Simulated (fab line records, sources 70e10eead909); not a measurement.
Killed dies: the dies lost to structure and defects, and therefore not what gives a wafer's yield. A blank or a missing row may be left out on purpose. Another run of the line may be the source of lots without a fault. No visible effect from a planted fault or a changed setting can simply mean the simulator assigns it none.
fab line records	flow nand-harc
record lots=13	wafers=39	last-day=33
route steps=1302 shown A_ONON_D2@548 A_CHANNEL_HOLE_D2@577 END@1302
lots with no fault: from the same line, run without faults
start-h: start of the lot's first displayed wafer, in hours after the record's first day	wait-h: hours from the lot's prior step to this one	" repeats the value in the row above	L1.1+2: one row covering several wafers at once	- no value present, or no start provided	* or withheld: withheld	< > ~ a bound
route shown NAME@n: NAME is a module with steps in the file, n the number in the route of the first one	usual: the fault-free wafers' mean and standard deviation	same: alike in all rows	chamber/n: place in a boat	sites: each site's reading	_std_site: how widely they spread, as a standard deviation	_edge_site: the outer-site mean with the inner-site mean subtracted	radius-mm: how far each site lies from the wafer's centre	mask NAME#n: copy n	behind: the most recent tool/chamber to have shaped the wafer	hold: reason for holding the lot/hours on hold/outcome of the hold	device: the transistor (n, p or np) that didn't switch	end of line: tests of these same wafers at the route's end	step lacking rows: just its recipe	killed: count of dies lost to structure and defects at first sort (not the wafer's yield)	map: per-die view of a wafer (x killed, . not killed, _ where there is no die)
set.NAME: the setting that was run; set.NAME@STEP: the one run at that earlier step	model.NAME: the simulator's own value behind a step, which no gauge read
the route's steps for a sample of lots (tables are steps, rows are wafers)
services: the hour from which a tool's chamber was out of use, counted from the record's first day as start-h (under 0 if before that day), plus the number of hours and why
## steps
# step NHARC_A_ONON_D2_THK_MEAS_05
# recipe thk-meas-gauge=ellipsometry
# usual thk-nm=1003/8.7
lot.wafer	tool	chamber	start-h	wait-h	thk-nm
L277.2	film-metro-02	-	276.71	-	1014
L277.5	"	-	"	"	1016
L277.6	"	-	"	"	1014
L279.1	film-metro-02	-	294.83	-	986
L279.2	"	-	"	"	986
L279.6	"	-	"	"	984
L282.3	film-metro-02	-	326.57	-	998
L282.4	"	-	"	"	999
L282.5	"	-	"	"	999
L278.1	film-metro-02	-	346.17	-	1002
L278.2	"	-	"	"	1005
L278.3	"	-	"	"	1004
L284.2	film-metro-01	-	346.18	-	1003
L284.3	"	-	"	"	1003
L284.5	"	-	"	"	1006
L283.1	film-metro-01	-	351.41	-	1004
L283.3	"	-	"	"	1005
L283.5	"	-	"	"	1006
L286.1	film-metro-01	-	364.98	-	1006
L286.2	"	-	"	"	1004
L286.6	"	-	"	"	1004
L287.1	film-metro-02	-	367.64	-	1006
L287.2	"	-	"	"	1004
L287.6	"	-	"	"	1002
L288.1	film-metro-02	-	391.51	-	1014
L288.3	"	-	"	"	1014
L288.6	"	-	"	"	1014
L289.1	film-metro-01	-	394.07	-	1006
L289.3	"	-	"	"	1006
L289.5	"	-	"	"	1006
L291.1	film-metro-02	-	425.37	-	1007
L291.5	"	-	"	"	1006
L291.6	"	-	"	"	1006
L297.1	film-metro-02	-	482.53	-	1000
L297.4	"	-	"	"	999
L297.5	"	-	"	"	1001
L300.1	film-metro-02	-	498.15	-	996
L300.3	"	-	"	"	998
L300.6	"	-	"	"	998
# step NHARC_A_ONON_D2_THK_MEAS_27
# recipe thk-meas-gauge=ellipsometry
# usual thk-nm=1001/13
lot.wafer	tool	chamber	start-h	wait-h	thk-nm
L277.2	film-metro-02	-	287.93	-	1011
L277.5	"	-	"	"	1013
L277.6	"	-	"	"	1013
L279.1	film-metro-02	-	305.64	-	1010
L279.2	"	-	"	"	1013
L279.6	"	-	"	"	1014
L282.3	film-metro-02	-	337.29	-	978
L282.4	"	-	"	"	979
L282.5	"	-	"	"	981
L278.1	film-metro-02	-	357.38	-	1028
L278.2	"	-	"	"	1030
L278.3	"	-	"	"	1030
L284.2	film-metro-01	-	357.39	-	1000
L284.3	"	-	"	"	1000
L284.5	"	-	"	"	1000
L283.1	film-metro-02	-	362.20	-	989
L283.3	"	-	"	"	990
L283.5	"	-	"	"	990
L286.1	film-metro-01	-	376.31	-	1014
L286.2	"	-	"	"	1013
L286.6	"	-	"	"	1015
L287.1	film-metro-01	-	376.33	-	989
L287.2	"	-	"	"	988
L287.6	"	-	"	"	988
L288.1	film-metro-02	-	402.41	-	995
L288.3	"	-	"	"	994
L288.6	"	-	"	"	995
L289.1	film-metro-01	-	402.41	-	989
L289.3	"	-	"	"	989
L289.5	"	-	"	"	991
L291.1	film-metro-02	-	435.98	-	1006
L291.5	"	-	"	"	1006
L291.6	"	-	"	"	1004
L297.1	film-metro-02	-	493.35	-	1011
L297.4	"	-	"	"	1012
L297.5	"	-	"	"	1013
L300.1	film-metro-02	-	508.94	-	995
L300.3	"	-	"	"	996
L300.6	"	-	"	"	999
# step NHARC_A_CHANNEL_HOLE_D2_SOFTBAKE_05
# recipe temp-c=105	time-s=55
# usual heater-power-total-W=188.44/0.14
lot.wafer	tool	chamber	start-h	wait-h	heater-power-total-W
L277.2	litho-track-06	0	291	-	188.57
L277.5	"	0	"	"	188.58
L277.6	"	0	"	"	188.35
L279.1	litho-track-04	0	313	-	188.67
L279.2	"	0	"	"	188.70
L279.6	"	0	"	"	188.35
L282.3	litho-track-04	0	340	-	188.27
L282.4	"	0	"	"	188.29
L282.5	"	0	"	"	188.57
L284.2	litho-track-01	0	361	-	188.58
L284.3	"	0	"	"	188.36
L284.5	"	0	"	"	188.67
L278.1	litho-track-04	0	361	-	188.37
L278.2	"	0	"	"	188.50
L278.3	"	0	"	"	188.78
L283.1	litho-track-04	0	365	-	188.36
L283.3	"	0	"	"	188.31
L283.5	"	0	"	"	188.70
L286.1	litho-track-06	0	379	-	188.47
L286.2	"	0	"	"	188.60
L286.6	"	0	"	"	188.34
L287.1	litho-track-01	0	381	-	188.45
L287.2	"	0	"	"	188.35
L287.6	"	0	"	"	188.37
L288.1	litho-track-06	0	406	-	188.45
L288.3	"	0	"	"	188.63
L288.6	"	0	"	"	188.33
L289.1	litho-track-06	0	406	-	188.37
L289.3	"	0	"	"	188.40
L289.5	"	0	"	"	188.28
L291.1	litho-track-06	0	443	-	188.41
L291.5	"	0	"	"	188.32
L291.6	"	0	"	"	188.37
L297.1	litho-track-01	0	498	-	188.56
L297.4	"	0	"	"	222.54
L297.5	"	0	"	"	188.67
L300.1	litho-track-06	0	512	-	188.31
L300.3	"	0	"	"	188.29
L300.6	"	0	"	"	188.43
# step NHARC_A_CHANNEL_HOLE_D2_OVL_MEAS_11
# usual overlay-x-nm=-0.1/0.93	overlay-y-nm=0.2/0.69
lot.wafer	tool	chamber	start-h	wait-h	overlay-x-nm	overlay-y-nm
L277.2	overlay-01	-	291.82	-	-0.1	-0.2
L277.5	"	-	"	"	-0.1	0.3
L277.6	"	-	"	"	0.1	0.2
L279.1	overlay-02	-	313.95	-	-0.7	1.2
L279.2	"	-	"	"	-0.4	1.0
L279.6	"	-	"	"	-1.5	0.9
L282.3	overlay-01	-	341.08	-	-0.6	-0.6
L282.4	"	-	"	"	-0.8	0.0
L282.5	"	-	"	"	-0.6	-0.6
L284.2	overlay-01	-	361.43	-	1.6	0.6
L284.3	"	-	"	"	0.8	0.7
L284.5	"	-	"	"	1.0	0.4
L278.1	overlay-01	-	361.63	-	0.4	0.8
L278.2	"	-	"	"	-0.8	0.9
L278.3	"	-	"	"	0.1	0.1
L283.1	overlay-01	-	366.02	-	0.6	0.2
L283.3	"	-	"	"	0.4	0.3
L283.5	"	-	"	"	0.7	0.7
L286.1	overlay-01	-	380.15	-	-0.2	0.8
L286.2	"	-	"	"	-0.4	0.9
L286.6	"	-	"	"	-0.5	0.7
L287.1	overlay-01	-	382.10	-	1.8	-0.1
L287.2	"	-	"	"	1.9	-0.3
L287.6	"	-	"	"	1.9	-0.1
L288.1	overlay-01	-	406.59	-	1.1	0.8
L288.3	"	-	"	"	0.7	0.9
L288.6	"	-	"	"	1.2	1.0
L289.1	overlay-01	-	407.44	-	0.7	0.4
L289.3	"	-	"	"	1.0	0.5
L289.5	"	-	"	"	0.5	0.5
L291.1	overlay-02	-	444.08	-	-0.2	-0.6
L291.5	"	-	"	"	0.5	-0.5
L291.6	"	-	"	"	0.0	-0.6
L297.1	overlay-02	-	498.95	-	0.4	-0.4
L297.4	"	-	"	"	0.4	-0.1
L297.5	"	-	"	"	0.2	-0.2
L300.1	overlay-01	-	512.99	-	-0.4	-0.2
L300.3	"	-	"	"	-0.7	0.4
L300.6	"	-	"	"	-0.8	0.4
# step NHARC_END_SORT_01
# recipe temp-c=25
# usual killed-at-array=55/22	killed-at-other=1.1/1.4	killed-at-periphery=4/3.2	killed-dies=59/22	killed-open=3.3/1.8	killed-short=2.5/1.5
# same gross-dies=677
lot.wafer	tool	chamber	start-h	wait-h	killed-at-array	killed-at-other	killed-at-periphery	killed-dies	killed-open	killed-short
L277.2	prober-02	0	560.52	2.8	90	0	1	91	2	2
L277.5	prober-02	0	562.94	3.7	78	0	3	81	2	2
L277.6	prober-02	0	563.75	4.0	90	0	2	92	1	2
L279.1	prober-02	0	579.93	2.5	26	1	2	29	5	2
L279.2	prober-02	0	580.72	2.8	48	4	3	55	2	2
L279.6	prober-02	0	583.89	4.0	28	3	2	33	2	2
L282.3	prober-01	0	609.54	3.1	66	1	4	71	11	3
L282.4	prober-01	0	610.33	3.4	48	3	1	52	4	3
L282.5	prober-01	0	611.12	3.7	47	0	0	47	1	6
L278.1	prober-01	0	638.14	2.5	77	3	0	80	1	0
L278.2	prober-01	0	638.94	2.8	65	0	1	66	4	0
L278.3	prober-01	0	639.74	3.1	69	2	3	74	4	3
L284.2	prober-02	0	638.92	2.8	21	1	7	29	3	4
L284.3	prober-02	0	639.73	3.1	22	0	4	26	3	1
L284.5	prober-02	0	641.34	3.7	19	0	3	22	1	3
L283.1	prober-01	0	645.97	2.5	90	0	4	94	5	8
L283.3	prober-01	0	647.57	3.1	64	1	0	65	2	7
L283.5	prober-01	0	649.17	3.7	76	0	0	76	2	2
L287.1	prober-02	0	653.07	2.5	41	0	10	51	3	2
L287.2	prober-02	0	653.87	2.8	40	0	8	48	4	6
L287.6	prober-02	0	657.05	4.0	41	0	4	45	4	1
L286.1	prober-02	0	660.87	2.5	81	0	0	81	2	3
L286.2	prober-02	0	661.68	2.8	54	0	5	59	1	0
L286.6	prober-02	0	664.92	4.1	67	1	5	73	1	4
L288.1	prober-01	0	679.40	2.5	19	2	11	32	3	6
L288.3	prober-01	0	681.00	3.1	14	0	6	20	1	0
L288.6	prober-01	0	683.41	4.0	28	3	7	38	4	3
L289.1	prober-02	0	689.92	2.5	106	0	3	109	3	3
L289.3	prober-02	0	691.53	3.1	113	0	1	114	3	3
L289.5	prober-02	0	693.15	3.7	72	2	6	80	3	1
L291.1	prober-01	0	716.85	2.5	63	1	2	66	4	3
L291.5	prober-01	0	720.05	3.7	56	1	1	58	5	1
L291.6	prober-01	0	720.84	4.0	68	1	3	72	4	2
L300.1	prober-01	0	786.62	2.5	66	0	2	68	3	3
L300.3	prober-01	0	788.22	3.1	61	0	3	64	1	1
L300.6	prober-01	0	790.61	4.0	64	0	1	65	3	4
L297.1	prober-02	0	790.23	8.4	59	1	2	62	3	3
L297.4	prober-02	0	792.62	9.3	66	0	3	69	8	2
L297.5	prober-02	0	793.41	9.6	62	2	2	66	4	3
# killed by level:class
L277.2 A_CHANNEL_HOLE_D1:chamber-film-flake=31 A_SLIT:chamber-film-flake=24 A_CHANNEL_HOLE_D2:chamber-film-flake=19 A_CONTACT:chamber-film-flake=5 A_CHANNEL_FILL_D1:chamber-film-flake=3 A_WL_FILL:chamber-film-flake=2 A_CHANNEL_FILL_D1:geometric-particle:short=1 A_ONON_D2:geometric-particle:open=1
L277.5 A_CHANNEL_HOLE_D2:chamber-film-flake=26 A_SLIT:chamber-film-flake=22 A_CHANNEL_HOLE_D1:chamber-film-flake=12 A_CONTACT:chamber-film-flake=7 A_CHANNEL_FILL_D1:chamber-film-flake=4 A_WL_FILL:chamber-film-flake=4 P_ZERO_WELL:chamber-film-flake=2 P_GATE:geometric-particle:open=1
L277.6 A_SLIT:chamber-film-flake=30 A_CHANNEL_HOLE_D1:chamber-film-flake=27 A_CHANNEL_HOLE_D2:chamber-film-flake=16 A_CHANNEL_FILL_D1:chamber-film-flake=5 A_CONTACT:chamber-film-flake=4 A_WL_FILL:chamber-film-flake=3 A_STAIRCASE:chamber-film-flake=2 A_SOURCE_PLATE:geometric-particle:short=1
L279.1 A_CHANNEL_HOLE_D1:chamber-film-flake=11 A_CHANNEL_HOLE_D2:chamber-film-flake=7 A_ONON_D2:geometric-particle:short=2 P_GATE:geometric-particle:open=1 A_ONON_D2:geometric-particle:open=1 A_CHANNEL_FILL_D2:geometric-particle:open=1 A_SGD_CUT:geometric-particle:open=1 A_M0:geometric-particle:open=1
L279.2 A_CHANNEL_HOLE_D1:chamber-film-flake=31 A_CHANNEL_HOLE_D2:chamber-film-flake=8 THIN_TSV:chamber-film-flake=4 A_WL_FILL:chamber-film-flake=3 A_CHANNEL_FILL_D1:chamber-film-flake=2 P_CONTACT:geometric-particle:short=1 A_ONON_D2:geometric-particle:open=1 A_SGD_CUT:geometric-particle:short=1
L279.6 A_CHANNEL_HOLE_D1:chamber-film-flake=12 A_CHANNEL_HOLE_D2:chamber-film-flake=5 A_CONTACT:chamber-film-flake=3 THIN_TSV:chamber-film-flake=3 A_WL_FILL:chamber-film-flake=2 P_M2:geometric-particle:short=1 A_ONON_D1:geometric-particle:short=1 A_ONON_D2:geometric-particle:open=1
L282.3 A_SLIT:chamber-film-flake=33 A_CHANNEL_HOLE_D2:chamber-film-flake=13 A_STAIRCASE:chamber-film-flake=3 P_M0:geometric-particle:open=2 A_ONON_D1:geometric-particle:open=2 A_M0:geometric-particle:open=2 A_DECK1_JOINT:chamber-film-flake=2 A_CHANNEL_FILL_D2:chamber-film-flake=2
L282.4 A_SLIT:chamber-film-flake=24 A_CHANNEL_HOLE_D2:chamber-film-flake=8 THIN_TSV:chamber-film-flake=3 A_ZERO_WELL:chamber-film-flake=2 A_CHANNEL_HOLE_D1:chamber-film-flake=2 A_DECK1_JOINT:chamber-film-flake=2 A_STAIRCASE:chamber-film-flake=2 P_M0:geometric-particle:open=1
L282.5 A_SLIT:chamber-film-flake=30 A_CHANNEL_HOLE_D2:chamber-film-flake=4 A_STAIRCASE:chamber-film-flake=3 A_ONON_D1:geometric-particle:short=2 A_CHANNEL_FILL_D1:geometric-particle:short=1 A_CHANNEL_FILL_D2:geometric-particle:short=1 A_WL_FILL:geometric-particle:short=1 A_M0:geometric-particle:open=1
L278.1 A_CHANNEL_HOLE_D2:chamber-film-flake=33 A_SLIT:chamber-film-flake=29 A_CHANNEL_HOLE_D1:chamber-film-flake=7 THIN_TSV:chamber-film-flake=3 A_CONTACT:chamber-film-flake=2 A_BLC:chamber-film-flake=2 A_DECK1_JOINT:geometric-particle:open=1 A_ZERO_WELL:chamber-film-flake=1
L284.2 A_CHANNEL_HOLE_D2:chamber-film-flake=7 A_DECK1_JOINT:chamber-film-flake=4 A_CHANNEL_HOLE_D1:chamber-film-flake=3 P_STI:chamber-film-flake=2 P_CONTACT:geometric-particle:short=1 P_M1:geometric-particle:short=1 P_M2:geometric-particle:open=1 A_DECK1_JOINT:geometric-particle:short=1
L278.2 A_SLIT:chamber-film-flake=25 A_CHANNEL_HOLE_D2:chamber-film-flake=12 A_CHANNEL_HOLE_D1:chamber-film-flake=12 A_BLC:chamber-film-flake=5 A_CONTACT:chamber-film-flake=4 A_CHANNEL_FILL_D2:geometric-particle:open=2 A_STAIRCASE:chamber-film-flake=2 P_GATE:geometric-particle:open=1
L284.3 A_CHANNEL_HOLE_D2:chamber-film-flake=11 A_CHANNEL_HOLE_D1:chamber-film-flake=3 A_CHANNEL_FILL_D2:chamber-film-flake=2 A_STAIRCASE:chamber-film-flake=2 P_CONTACT:geometric-particle:open=1 P_CONTACT:geometric-particle:short=1 A_ONON_D1:geometric-particle:open=1 A_CONTACT:geometric-particle:open=1
L278.3 A_SLIT:chamber-film-flake=35 A_CHANNEL_HOLE_D2:chamber-film-flake=11 A_CHANNEL_HOLE_D1:chamber-film-flake=7 A_STAIRCASE:chamber-film-flake=4 A_BLC:chamber-film-flake=4 THIN_TSV:chamber-film-flake=2 P_M2:geometric-particle:open=1 A_ONON_D1:geometric-particle:short=1
L284.5 A_CHANNEL_HOLE_D2:chamber-film-flake=7 A_CHANNEL_HOLE_D1:chamber-film-flake=3 A_CONTACT:chamber-film-flake=3 P_STI:chamber-film-flake=2 A_CHANNEL_FILL_D2:chamber-film-flake=2 P_M0:geometric-particle:open=1 A_DECK1_JOINT:geometric-particle:short=1 A_CONTACT:geometric-particle:short=1
L283.1 A_CHANNEL_HOLE_D2:chamber-film-flake=41 A_SLIT:chamber-film-flake=25 A_STAIRCASE:chamber-film-flake=5 A_CHANNEL_HOLE_D1:chamber-film-flake=4 A_ONON_D1:geometric-particle:short=3 A_WL_FILL:chamber-film-flake=2 P_CONTACT:geometric-particle:short=1 P_M1:geometric-particle:short=1
L283.3 A_SLIT:chamber-film-flake=27 A_CHANNEL_HOLE_D2:chamber-film-flake=15 A_CHANNEL_HOLE_D1:chamber-film-flake=6 A_CONTACT:chamber-film-flake=4 A_STAIRCASE:chamber-film-flake=2 A_SOURCE_PLATE:geometric-particle:short=1 A_CHANNEL_FILL_D1:geometric-particle:short=1 A_DECK1_JOINT:geometric-particle:short=1
L283.5 A_SLIT:chamber-film-flake=27 A_CHANNEL_HOLE_D2:chamber-film-flake=25 A_CHANNEL_HOLE_D1:chamber-film-flake=6 A_WL_FILL:chamber-film-flake=4 A_STAIRCASE:chamber-film-flake=3 A_CHANNEL_FILL_D1:chamber-film-flake=2 A_DECK1_JOINT:chamber-film-flake=2 A_CHANNEL_FILL_D1:geometric-particle:short=1
L287.1 A_CHANNEL_HOLE_D2:chamber-film-flake=17 A_CONTACT:chamber-film-flake=10 A_CHANNEL_HOLE_D1:chamber-film-flake=6 A_STAIRCASE:chamber-film-flake=3 P_GATE:chamber-film-flake=2 P_BONDPAD:chamber-film-flake=2 A_SLIT:chamber-film-flake=2 P_GATE:geometric-particle:open=1
L287.2 A_CHANNEL_HOLE_D2:chamber-film-flake=19 A_CHANNEL_HOLE_D1:chamber-film-flake=6 A_STAIRCASE:chamber-film-flake=4 P_CONTACT:geometric-particle:short=2 A_CHANNEL_FILL_D2:geometric-particle:short=2 P_STI:chamber-film-flake=2 P_GATE:chamber-film-flake=2 P_M0:geometric-particle:open=1
L287.6 A_CHANNEL_HOLE_D2:chamber-film-flake=17 A_CHANNEL_HOLE_D1:chamber-film-flake=7 A_CONTACT:chamber-film-flake=6 A_CHANNEL_FILL_D2:chamber-film-flake=3 P_BONDPAD:chamber-film-flake=2 A_SLIT:chamber-film-flake=2 P_CONTACT:geometric-particle:open=1 A_SOURCE_PLATE:geometric-particle:open=1
L286.1 A_CHANNEL_HOLE_D1:chamber-film-flake=33 A_SLIT:chamber-film-flake=24 A_CHANNEL_HOLE_D2:chamber-film-flake=10 A_STAIRCASE:chamber-film-flake=4 A_CHANNEL_FILL_D1:chamber-film-flake=3 A_DECK1_JOINT:chamber-film-flake=2 A_DECK1_JOINT:geometric-particle:short=1 A_ONON_D2:geometric-particle:short=1
L286.2 A_SLIT:chamber-film-flake=34 A_CHANNEL_HOLE_D1:chamber-film-flake=10 A_CHANNEL_HOLE_D2:chamber-film-flake=6 P_GATE:chamber-film-flake=2 A_STAIRCASE:chamber-film-flake=2 P_STI:chamber-film-flake=1 A_M0:geometric-particle:open=1 P_CONTACT:chamber-film-flake=1
L286.6 A_SLIT:chamber-film-flake=40 A_CHANNEL_HOLE_D1:chamber-film-flake=14 A_CHANNEL_HOLE_D2:chamber-film-flake=4 P_CONTACT:chamber-film-flake=3 A_CHANNEL_FILL_D1:chamber-film-flake=3 A_ONON_D1:geometric-particle:short=1 A_ONON_D2:geometric-particle:short=1 A_CHANNEL_FILL_D2:geometric-particle:short=1
L288.1 A_CHANNEL_HOLE_D1:chamber-film-flake=5 P_GATE:chamber-film-flake=4 A_CONTACT:chamber-film-flake=4 P_BONDPAD:chamber-film-flake=3 A_CHANNEL_HOLE_D2:chamber-film-flake=3 P_M1:geometric-particle:short=2 P_STI:geometric-particle:open=1 A_CHANNEL_FILL_D1:geometric-particle:short=1
L288.3 A_CHANNEL_HOLE_D1:chamber-film-flake=6 P_BONDPAD:chamber-film-flake=5 A_CHANNEL_HOLE_D2:chamber-film-flake=2 A_CONTACT:chamber-film-flake=2 A_CHANNEL_FILL_D1:geometric-particle:open=1 P_GATE:chamber-film-flake=1 A_SLIT:chamber-film-flake=1 A_DECK1_JOINT:chamber-film-flake=1
L288.6 A_CHANNEL_FILL_D2:chamber-film-flake=7 P_GATE:chamber-film-flake=4 A_CHANNEL_HOLE_D1:chamber-film-flake=4 A_CONTACT:chamber-film-flake=4 A_CHANNEL_HOLE_D2:chamber-film-flake=3 A_M0:geometric-particle:open=2 P_BONDPAD:chamber-film-flake=2 A_DECK1_JOINT:chamber-film-flake=2
L289.1 A_SLIT:chamber-film-flake=42 A_CHANNEL_HOLE_D1:chamber-film-flake=30 A_CHANNEL_HOLE_D2:chamber-film-flake=21 A_STAIRCASE:chamber-film-flake=6 A_CONTACT:chamber-film-flake=2 P_M0:geometric-particle:open=1 P_BONDPAD:geometric-particle:open=1 A_ONON_D2:geometric-particle:short=1
L289.3 A_SLIT:chamber-film-flake=42 A_CHANNEL_HOLE_D1:chamber-film-flake=33 A_CHANNEL_HOLE_D2:chamber-film-flake=23 A_M1:chamber-film-flake=4 A_CONTACT:chamber-film-flake=3 A_WL_FILL:chamber-film-flake=2 P_M0:geometric-particle:short=1 A_CHANNEL_HOLE_D1:geometric-particle:open=1
L289.5 A_SLIT:chamber-film-flake=31 A_CHANNEL_HOLE_D1:chamber-film-flake=13 A_CHANNEL_HOLE_D2:chamber-film-flake=11 A_STAIRCASE:chamber-film-flake=5 A_ZERO_WELL:chamber-film-flake=3 A_CONTACT:chamber-film-flake=3 THIN_TSV:chamber-film-flake=2 A_WL_FILL:chamber-film-flake=2
L291.1 A_SLIT:chamber-film-flake=29 A_CHANNEL_HOLE_D1:chamber-film-flake=13 A_CONTACT:chamber-film-flake=9 A_STAIRCASE:chamber-film-flake=3 A_CHANNEL_HOLE_D2:chamber-film-flake=2 P_M0:geometric-particle:open=1 A_CHANNEL_FILL_D1:geometric-particle:open=1 A_CHANNEL_FILL_D1:geometric-particle:short=1
L291.5 A_SLIT:chamber-film-flake=26 A_CHANNEL_HOLE_D1:chamber-film-flake=14 A_CONTACT:chamber-film-flake=5 A_STAIRCASE:chamber-film-flake=5 P_CONTACT:geometric-particle:open=1 A_SOURCE_PLATE:geometric-particle:short=1 A_CHANNEL_FILL_D1:geometric-particle:open=1 A_WL_FILL:geometric-particle:open=1
L291.6 A_SLIT:chamber-film-flake=37 A_CHANNEL_HOLE_D1:chamber-film-flake=14 A_CONTACT:chamber-film-flake=8 A_CHANNEL_FILL_D2:chamber-film-flake=3 P_M0:geometric-particle:open=1 P_M2:geometric-particle:open=1 A_STAIRCASE:geometric-particle:open=1 A_SGD_CUT:geometric-particle:short=1
L300.1 A_CHANNEL_HOLE_D2:chamber-film-flake=32 A_CHANNEL_HOLE_D1:chamber-film-flake=17 A_SLIT:chamber-film-flake=3 A_DECK1_JOINT:geometric-particle:short=2 A_DECK1_JOINT:chamber-film-flake=2 A_CHANNEL_FILL_D2:chamber-film-flake=2 A_STAIRCASE:chamber-film-flake=2 P_M0:geometric-particle:open=1
L300.3 A_CHANNEL_HOLE_D2:chamber-film-flake=28 A_CHANNEL_HOLE_D1:chamber-film-flake=22 A_SLIT:chamber-film-flake=3 P_STI:chamber-film-flake=2 A_STAIRCASE:chamber-film-flake=2 A_CONTACT:chamber-film-flake=2 P_CONTACT:geometric-particle:open=1 A_ONON_D2:geometric-particle:short=1
L297.1 A_SLIT:chamber-film-flake=33 A_CHANNEL_HOLE_D1:chamber-film-flake=14 A_CONTACT:chamber-film-flake=4 A_M0:geometric-particle:open=2 P_M1:geometric-particle:open=1 A_CHANNEL_FILL_D1:geometric-particle:short=1 A_CHANNEL_FILL_D2:geometric-particle:short=1 A_WL_FILL:geometric-particle:short=1
L300.6 A_CHANNEL_HOLE_D2:chamber-film-flake=29 A_CHANNEL_HOLE_D1:chamber-film-flake=9 A_SLIT:chamber-film-flake=8 A_CONTACT:chamber-film-flake=5 A_CHANNEL_FILL_D2:geometric-particle:open=2 A_CHANNEL_FILL_D2:chamber-film-flake=2 A_DECK1_JOINT:geometric-particle:short=1 A_ONON_D2:geometric-particle:short=1
L297.4 A_SLIT:chamber-film-flake=29 A_CHANNEL_HOLE_D1:chamber-film-flake=18 A_CONTACT:chamber-film-flake=6 A_ONON_D2:geometric-particle:open=2 A_STAIRCASE:chamber-film-flake=2 P_CONTACT:geometric-particle:open=1 P_M2:geometric-particle:open=1 A_SOURCE_PLATE:geometric-particle:open=1
L297.5 A_SLIT:chamber-film-flake=30 A_CHANNEL_HOLE_D1:chamber-film-flake=16 A_CONTACT:chamber-film-flake=9 P_GATE:geometric-particle:open=1 P_CONTACT:geometric-particle:open=1 A_CHANNEL_FILL_D1:geometric-particle:open=1 A_DECK1_JOINT:geometric-particle:open=1 A_CHANNEL_HOLE_D2:geometric-particle:short=1
## services
tool	chamber	start-h	hours	kind
litho-track-01	-	330.00	7.0	pm
litho-track-06	-	354.00	7.0	pm
litho-track-04	-	378.00	7.0	pm
litho-track-01	-	505.00	7.0	pm
## key
first-sign step=NHARC_A_CHANNEL_HOLE_D2_SOFTBAKE_05	reading=heater-power-total-W	direction=up	sigmas=99+	usual=*	struck=*
effect none on later readings
met-at NHARC_A_CHANNEL_HOLE_D2_SOFTBAKE_05
struck-lots L297
struck-wafers L297.4
tester-left-out L297
not-acting-at NHARC_A_ONON_D2_THK_MEAS_05,NHARC_A_ONON_D2_THK_MEAS_27,NHARC_A_CHANNEL_HOLE_D2_OVL_MEAS_11
onset-between 381 498
fault kind=process-parameter-drift	tool=litho-track-01	chamber=-	onset-h=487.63	steps=NHARC_A_CHANNEL_HOLE_D2_SOFTBAKE_05	channel=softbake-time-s	offset=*	shape=step	end-h=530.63	scope=struck-wafers-only	acts-in=*	stated=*
# tester-left-out: of these lots the tester's yield and bins aren't shown, on N5 and GAA mostly nor the transistor test; their killed dies are dies lost to structure and defects alone, not to doping, threshold or leakage, so they don't give the yield
